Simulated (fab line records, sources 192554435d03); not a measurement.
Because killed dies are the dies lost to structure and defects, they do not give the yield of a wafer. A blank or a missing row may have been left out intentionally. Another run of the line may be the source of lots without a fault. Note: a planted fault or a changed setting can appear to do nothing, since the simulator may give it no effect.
fab line records    flow n5Finfet
record: lots: 4  wafers: 11  lastDay: 18
route steps=1938 shown SD_EPI_P@309 SD_ACTIVATION@330 ILD0@335 SDB@347 MOL_CONTACT_COAG@538 BEOL_M4@1111 PASSIVATION@1936
lots that met no fault: from a run of the same line without faults
startH: the number of hours between the record's first day and the start of the first shown wafer of the lot    waitH: hours from the lot's prior step to this one    " same as the row above    L1.1+2: a single row standing in for several wafers    - no value present, or no start provided    * or withheld: withheld    < > ~ a bound
route shown NAME@n: names a module that has steps shown in the file, with the first one's number in the route    usual: average and standard deviation across the fault-free wafers    same: alike in all rows    chamber/n: place in a boat    sites: the reading at each site    _std_site: standard deviation of those values    _edge_site: mean of outer sites minus mean of inner sites    radiusMm: for every site, how far away it sits from the centre of the wafer    mask NAME#n: copy n    behind: tool/chamber where the wafer was last shaped    hold: the reason the lot was held/the length of the hold in hours/how it ended    device: transistor that didn't switch, given as n, p or np    end of line: the route-end tests of the same wafers    step lacking rows: just its recipe    killed: not the wafer's yield, but the dies lost to structure and defects at the first sort    map: a wafer's dies, x killed, . not, _ none there
set.NAME: the setting as run; set.NAME@STEP: as run at that earlier step    model.NAME: the simulator's own value behind a step, which no gauge read
certain route steps with their lots: each step a table, each wafer a row
services: the hour from which a tool's chamber was out of use, counted from the record's first day as startH (under 0 if before that day), plus the number of hours and why
== steps ==
step: N5_SD_EPI_P_STRIP_38
recipe: chemistry: N2/H2  tempC: 40  n2FlowSccm: 200  h2FlowSccm: 200  rfFrequencyHz: 6e+07
step: N5_SD_EPI_P_ETCHBACK_46
recipe: chemistry: CH3F/O2  mode: anisotropicEtchback  target: SiNx  targetDepthA: 175  stopOn: SiO2  overEtchFrac: 0.3  ionEnergyEv: 120  pressureMtorr: 30  sourceW: 395  biasW: 73  Ar_flow_sccm: 150  CH3F_flow_sccm: 30  O2_flow_sccm: 20
step: N5_SD_EPI_P_ETCH_47
recipe: chemistry: CH3F/O2  target: SiOCN  targetDepthA: 250  maskMaterial: SOC  ionEnergyEv: 60  biasW: 29  pressureMtorr: 30  sourceW: 410  Ar_flow_sccm: 150  CH3F_flow_sccm: 30  O2_flow_sccm: 20
step: N5_SD_EPI_P_ETCH_16
recipe: chemistry: CHF3/O2  target: SiO2  targetDepthA: 50  maskMaterial: SOC  pressureMtorr: 30  sourceW: 650  biasW: 170  Ar_flow_sccm: 200  CHF3_flow_sccm: 50  O2_flow_sccm: 5  ionEnergyEv: 200
step: N5_SD_EPI_P_STRIP_50
recipe: chemistry: CHF3/O2  resist: SiARC  rfFrequencyHz: 6e+07
step: N5_SD_EPI_P_SD_RECESS_17
recipe: chemistry: HBr/Cl2/O2  targetDepthA: 391  btTimeS: 3  pressureMtorr: 10  icpW: 800  biasW: 112  HBr_flow_sccm: 150  Cl2_flow_sccm: 80  O2_flow_sccm: 12
step: N5_SD_EPI_P_WET_ETCH_45
recipe: chemistry: dHF  dilution: withheld  timeS: 10.7  target: SiO2  targetDepthA: 20  tempC: 25  dry: ipaMarangoni  rinseTimeS: 30  rinseTempC: 23
step: N5_SD_EPI_P_STRIP_40
recipe: chemistry: N2/H2  powerW: 1000  tempC: 250  h2Frac: 0.65  overashFraction: 0.3  pressureMtorr: withheld  n2FlowSccm: 1750  h2FlowSccm: 3250
step: N5_SD_EPI_P_PRECLEAN_52
recipe: chemistry: O3/DIW  timeS: 60  tempC: 22  o3Ppm: 10
step: N5_SD_EPI_P_SRD_20
recipe: dry: ipaMarangoni  doPpb: 5  timeS: 30  tempC: 23  rinseLiquid: diw
step: N5_SD_EPI_P_PRECLEAN_51
recipe: chemistry: NF3:NH3  afsCycles: 1  tempC: 30  timeS: 20  sublimationTempC: 180  sublimationTimeS: 60  pressureTorr: 3  rfPowerW: 30
step: N5_SD_EPI_P_VAPOR_ETCH_44
recipe: chemistry: NF3/Ar  target: SiGe30  tempC: 25  timeS: 3.3  mode: isotropic
step: N5_SD_EPI_P_EPI_21
recipe: material: SiGe:B  dopant: B  tempC: 550  pressureTorr: 20  ambient: H2  timeS: 355
usual: epiGrowthTimeS: 355/0  susceptorTempC: 550.00/0.27
lot.wafer  tool         chamber  startH  waitH  epiGrowthTimeS  susceptorTempC  model.SiGe-B_of_SD_EPI_P_EPI_21.thkNm
L378.1     epiRpcvd-04  0        100.04  0.1    355             550.48          62
L378.4     "            0        101.12  1.1    355             550.43          62
L378.6     "            0        "       "      355             550.00          62
L383.2     epiRpcvd-03  0        128.37  0.5    355             549.89          60.4
L383.3     "            0        "       "      355             550.11          60.4
L383.4     "            0        "       "      355             549.85          60.4
L392.3     epiRpcvd-03  0        183.74  0.8    449.5           550.18          73.4
L392.4     "            0        "       "      449.5           550.04          72.8
L394.1     epiRpcvd-03  0        195.03  0.1    355             550.43          61.2
L394.2     "            0        "       "      355             550.20          60.6
L394.4     "            0        "       "      449.5           550.50          71.2
step: N5_SD_EPI_P_EPI_MEAS_23
recipe: mode: xrd
usual: thkNm: 61.0/1.3
lot.wafer  tool          chamber  startH  waitH  thkNm
L378.1     filmMetro-02  -        102.24  1.8    62.6
L378.4     "             -        "       "      64.7
L378.6     "             -        "       "      61.0
L383.2     filmMetro-02  -        130.21  1.5    61.6
L383.3     "             -        "       "      59.7
L383.4     "             -        "       "      59.1
L392.3     filmMetro-02  -        185.22  1.1    72.6
L392.4     "             -        "       "      72.7
L394.1     filmMetro-02  -        197.22  1.8    61.3
L394.2     "             -        "       "      58.4
L394.4     "             -        "       "      70.9
step: N5_SD_EPI_P_HM_STRIP_48
recipe: chemistry: H3PO4  tempC: 160  material: SiNx  target: SiNx  targetDepthA: 30  overetchFraction: 0.3
step: N5_SD_EPI_P_SRD_49
recipe: dry: ipaMarangoni  timeS: 30  tempC: 23  rinseLiquid: diw
step: N5_SD_EPI_P_PRECLEAN_24
recipe: chemistry: O3/DIW  timeS: 45  tempC: 22  o3Ppm: 10
step: N5_SD_EPI_P_PRECLEAN_32
recipe: chemistry: dHF  timeS: 10  dilution: 500:1  tempC: 25
step: N5_SD_EPI_P_PRECLEAN_33
recipe: chemistry: SC2  timeS: 45  tempC: 35  mix: 1:1:50
step: N5_SD_EPI_P_SRD_25
recipe: timeS: 30  tempC: 23  rinseLiquid: diw  dry: ipaMarangoni
step: N5_SD_ACTIVATION_RTA_00
recipe: tempC: 975  timeS: 0  ambient: N2  idleTempC: 600  rampUpCPerS: 150  rampDownCPerS: 60  coolToC: 600
step: N5_SD_ACTIVATION_LSA_01
recipe: tempC: 1080  timeS: 0.0008  ambient: N2
step: N5_SD_ACTIVATION_RS_MEAS_03
recipe: thkMeasGauge: four-point-probe
usual: RS_SD_N: 21.9/0.31  RS_SD_P: 55.7/0.8
lot.wafer  tool          chamber  startH  waitH  RS_SD_N[ohm/sq]  RS_SD_P[ohm/sq]
L378.1     filmMetro-02  -        102.86  0.2    21.9             55.2
L378.4     "             -        "       "      22.2             55.3
L378.6     "             -        "       "      21.9             55.9
L383.2     filmMetro-02  -        130.88  0.2    21.7             56.7
L383.3     "             -        "       "      21.4             56.5
L383.4     "             -        "       "      21.6             56.3
L392.3     filmMetro-01  -        185.86  0.2    21.7             47.0
L392.4     "             -        "       "      21.7             47.1
L394.1     filmMetro-01  -        197.84  0.2    21.5             55.9
L394.2     "             -        "       "      21.7             56.2
L394.4     "             -        "       "      21.8             48.7
step: N5_ILD0_LINER_00
recipe: material: SiNx  targetThkA: 40  tempC: 400  aldPrecursorFamily: SiH2I2  aldCoReactant: N2/H2-plasma  pulseTimeS: 1  purgeTimeS: 2  coReactantPurgeTimeS: 2  aldCycles: 80  pressureTorr: 2
step: N5_ILD0_FCVD_FILL_01
recipe: material: SiO2_flowable  targetThkA: 2000  tempC: 100  pressureTorr: 0.8  rfW: 2000  timeS: 328.3
step: N5_ILD0_CURE_02
recipe: tempC: 450  timeS: 1800  ambient: steam  idleTempC: 400  rampUpCPerMin: 5  rampDownCPerMin: 3  densificationPH2oTorr: 640
step: N5_ILD0_CMP_03
recipe: stopOn: SiNx  tOverpolishS: 1.9  postCmpClean: alkalineBrush  downForcePsi: 4.1491  platenRpm: 51.796  padVelocityMS: 1.0306  targetThkNm: 197.38
step: N5_ILD0_CMP_07
recipe: stopOn: poly-Si  material: SiO2_flowable  tOverpolishS: 1.18  postCmpClean: alkalineBrush  downForcePsi: 4.1491  platenRpm: 51.796  padVelocityMS: 1.0306  targetThkNm: 138.88
step: N5_ILD0_PRECLEAN_10
recipe: chemistry: NF3:NH3  afsCycles: 5  timeS: 20  tempC: 30  sublimationTempC: 180  sublimationTimeS: 60  pressureTorr: 3  rfPowerW: 30
step: N5_ILD0_ALD_15
recipe: material: SiNx  targetThkA: 240  tempC: 400  aldPrecursorFamily: SiH2I2  aldCoReactant: N2/H2-plasma  pulseTimeS: 1  aldCycles: 480  purgeTimeS: 2  coReactantPurgeTimeS: 2  pressureTorr: 2
step: N5_ILD0_CMP_12
recipe: stopOn: poly-Si  material: SiNx  tOverpolishS: 6  postCmpClean: alkalineBrush  downForcePsi: 2.5  platenRpm: 51.8  padVelocityMS: 1.0307  targetThkNm: 17.67
step: N5_SDB_HM_DEP_00
recipe: material: SiNx  targetThkA: 400  tempC: 400  precursor: SiH4/NH3/N2  pressureTorr: 1.5  rfW: 300  timeS: 35.3
step: N5_SDB_COAT_03
recipe: resist: SOC  tempC: 250  timeS: 60  spinRpm: 1500  resistThkNm: 100
step: N5_SDB_COAT_04
recipe: resist: SiARC  tempC: 220  timeS: 60  spinRpm: 1500  resistThkNm: 18
step: N5_SDB_COAT_05
recipe: resist: CAR-ArF  spinRpm: 1500  resistThkNm: 90
step: N5_MOL_CONTACT_COAG_ETCH_110
recipe: chemistry: CF4/O2  target: Si  targetDepthA: 25  timeS: 8  pressureMtorr: 100  sourceW: 200  biasW: 12  ionEnergyEv: 60  Ar_flow_sccm: 100  cf4FlowSccm: 100  O2_flow_sccm: 10
usual: cf4FlowSccm: 100.0/0.32  drypumpMotorCurrentA: 5.65/0.29  oesProductAu: 0.83/0.099  rfVppV: 127/3.6  showerheadPlenumPTorr: 2.22/0.081  throttleValvePct: 10.63/0.25
same: timeS: 8
lot.wafer  tool        chamber  startH  waitH  cf4FlowSccm  drypumpMotorCurrentA  oesProductAu  rfHoursCounterH  rfVppV  showerheadPlenumPTorr  throttleValvePct  model.SiGe-B_of_SD_EPI_P_EPI_21.thkNm
L378.1     rieDiel-02  0        131.97  0.0    100.5        5.97                  0.88          54               131     2.25                   10.62             59
L378.4     "           3        "       "      100.0        6.09                  0.73          -                128     2.21                   10.72             59.2
L378.6     "           0        "       "      100.2        5.96                  0.88          -                129     2.25                   10.62             59
L383.2     rieDiel-02  1        161.38  0.0    100.2        5.58                  0.94          9                125     2.38                   10.37             57.6
L383.3     "           2        "       "      99.9         5.34                  0.91          18               126     2.17                   10.20             57.4
L383.4     "           3        "       "      100.4        6.10                  0.73          179              126     2.20                   10.77             57.6
L392.3     rieDiel-06  3        215.77  0.0    99.7         5.27                  0.82          77               135     2.19                   10.98             70
L392.4     "           2        "       "      99.5         5.15                  0.89          45               132     2.26                   10.57             69.2
L394.1     rieDiel-01  2        226.48  0.0    99.9         5.85                  0.75          147              124     2.14                   10.60             58.4
L394.2     "           1        "       "      99.6         5.52                  0.93          20               126     2.24                   10.24             57.6
L394.4     "           3        "       "      99.6         5.53                  0.97          12               128     2.35                   10.18             67.8
step: N5_BEOL_M4_RC_MEAS_101
usual: DIBL_N: 36.2/2.2  DIBL_P: 36.1/2.8  IOFF_N: 0.16/0.041  IOFF_P: 0.21/0.047  ION_N: 676/16  ION_P: 463/11  RS_SD_P: 65.4/1.1  SS_N: 71.6/0.78  SS_P: 73.3/0.86  VT_N: 249/3.8  VT_P: -251/3.9
lot.wafer  tool       chamber  startH  waitH  DIBL_N[mV/V]  DIBL_P[mV/V]  IOFF_N[nA/um]  IOFF_P[nA/um]  ION_N[uA/um]  ION_P[uA/um]  RS_SD_P[ohm/sq]  SS_N[mV/dec]  SS_P[mV/dec]  VT_N[mV]  VT_P[mV]
L378.1     prober-02  0        211.43  0.0    36.8          35.6          0.15           0.18           658           449           64.9             72.1          73.3          253       -255
L378.4     "          0        "       "      34.7          34.3          0.13           0.17           660           453           65.1             70.6          72.2          251       -254
L378.6     "          0        "       "      34.7          33.5          0.13           0.16           654           447           65.1             71.3          72.5          253       -254
L383.2     prober-01  0        249.59  0.2    31.8          31.0          0.09           0.14           642           441           66.6             70.7          71.5          258       -258
L383.3     "          0        "       "      38.0          40.6          0.22           0.28           678           463           66.4             72.3          73.6          245       -249
L383.4     "          0        "       "      35.0          36.7          0.15           0.21           685           472           66.6             72.2          72.8          249       -250
L392.3     prober-01  0        306.01  0.5    33.6          34.9          0.13           0.20           653           465           53.8             71.1          72.3          251       -248
L392.4     "          0        "       "      36.3          38.5          0.19           0.27           705           492           54.7             71.5          73.2          243       -247
L394.1     prober-01  0        312.82  0.0    33.5          33.0          0.11           0.15           648           444           66.2             71.0          72.5          255       -256
L394.2     "          0        "       "      35.4          35.7          0.14           0.19           674           462           66.4             71.1          73.4          251       -252
L394.4     "          0        "       "      34.4          33.8          0.13           0.18           670           470           56.0             71.0          72.6          252       -248
step: N5_PASSIVATION_PROBE_49
usual: defectLimitedYield: 91.4/1.4  killed_at_M0_to_M3: 33/10  killed_at_M4_up: 14/6.1  killedAtContacts: 14/6.1  killedAtFrontEnd: 38/9.7  killedAtOther: 3.1/2.9  killedDies: 102/17  killedOpen: 67/13  killedShort: 32/8  sort_bin_5_function: 5.1/0.94  sort_bin_6_memory: 3.2/0.68  sort_bin_8_speed: 0.02/0.17  sortNPass: 1078/17  sortYieldPct: 91.3/1.5
same: grossDies: 1180  killedAtBackSide: 0  sort_bin_4_leakage[%]: 0
lot.wafer  tool       chamber  startH  waitH  defectLimitedYield[%]  killed_at_M0_to_M3  killed_at_M4_up  killedAtContacts  killedAtFrontEnd  killedAtOther  killedDies  killedOpen  killedShort  sort_bin_5_function[%]  sort_bin_6_memory[%]  sort_bin_8_speed[%]  sortNPass  sortYieldPct[%]
L392.4     prober-01  -        416.08  0.2    91.3                   37                  9                9                 43                5              103         61          27           4.1                     3.3                   0                    1077       91.3
killed by level:class
L392.4 BEOL_M3:geometricParticle:open=14 HKMG_FIN:areaEtch=14 BEOL_M0_SAQP:geometricParticle:open=9 BEOL_M0_SAQP:geometricParticle:short=7 MOL_CONTACT_COAG:geometricParticle:open=6 STI_FIN_REVEAL:geometricParticle:open=5 BEOL_M1:geometricParticle:open=5 BEOL_M4:geometricParticle:open=5
== services ==
tool        chamber  startH  hours  kind
rieDiel-01  -        76.56   0.5    repair
rieDiel-02  2        91.30   -      clean
rieDiel-02  2        91.30   -      consumableReplace:focusRing
rieDiel-02  2        91.30   27.5   scheduledDown
rieDiel-02  2        91.30   27.5   ventCycle
rieDiel-06  0        99.42   8.1    repair
rieDiel-02  1        118.99  -      clean
rieDiel-02  1        118.99  -      consumableReplace:focusRing
rieDiel-02  1        118.99  -      consumableReplace:showerhead
rieDiel-02  1        118.99  17.1   scheduledDown
rieDiel-02  1        118.99  17.1   ventCycle
rieDiel-06  -        140.11  2.3    repair
rieDiel-01  0        144.40  8.7    repair
rieDiel-01  1        153.05  -      clean
rieDiel-01  1        153.05  -      consumableReplace:focusRing
rieDiel-01  1        153.05  14.7   scheduledDown
rieDiel-01  1        153.05  14.7   ventCycle
rieDiel-01  3        171.36  -      clean
rieDiel-01  3        171.36  -      consumableReplace:focusRing
rieDiel-01  3        171.36  -      consumableReplace:showerhead
rieDiel-01  3        171.36  16.3   scheduledDown
rieDiel-01  3        171.36  16.3   ventCycle
== key ==
firstSign: step: N5_SD_EPI_P_EPI_21  reading: epiGrowthTimeS  direction: up  sigmas: 99+  usual: *  struck: *
effect: step: N5_SD_EPI_P_EPI_MEAS_23  reading: thkNm  direction: up  sigmas: 8.5  usual: *  struck: *
effect: step: N5_SD_ACTIVATION_RS_MEAS_03  reading: RS_SD_P  direction: down  sigmas: 10  usual: 55.7  struck: 47.6
effect: step: N5_BEOL_M4_RC_MEAS_101  reading: RS_SD_P  direction: down  sigmas: 9.7  usual: 65.4  struck: 54.8
modelEffect: step: N5_SD_EPI_P_EPI_21  value: SiGe-B_of_SD_EPI_P_EPI_21.thkNm  without: 61.6  struck: 72.47
modelEffect: step: N5_MOL_CONTACT_COAG_ETCH_110  value: SiGe-B_of_SD_EPI_P_EPI_21.thkNm  without: 58.67  struck: 69
metAt N5_SD_EPI_P_EPI_21
struckWafers L392.3,L392.4,L394.4
baselineLoss: step: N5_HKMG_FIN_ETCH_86  wafers: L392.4
onsetBetween 128.37 183.74
fault: kind: processParameterDrift  tool: epiRpcvd-03  chamber: -  onsetH: 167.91  steps: N5_SD_EPI_P_EPI_21  channel: epiGrowthTimeS  offset: *  shape: step  endH: 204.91  scope: struckWafersOnly  actsIn: *  stated: *
baselineLoss: these wafers lose ten dies or more at that step, a loss of the line's own and not of a fault; the sort's usual values leave them out
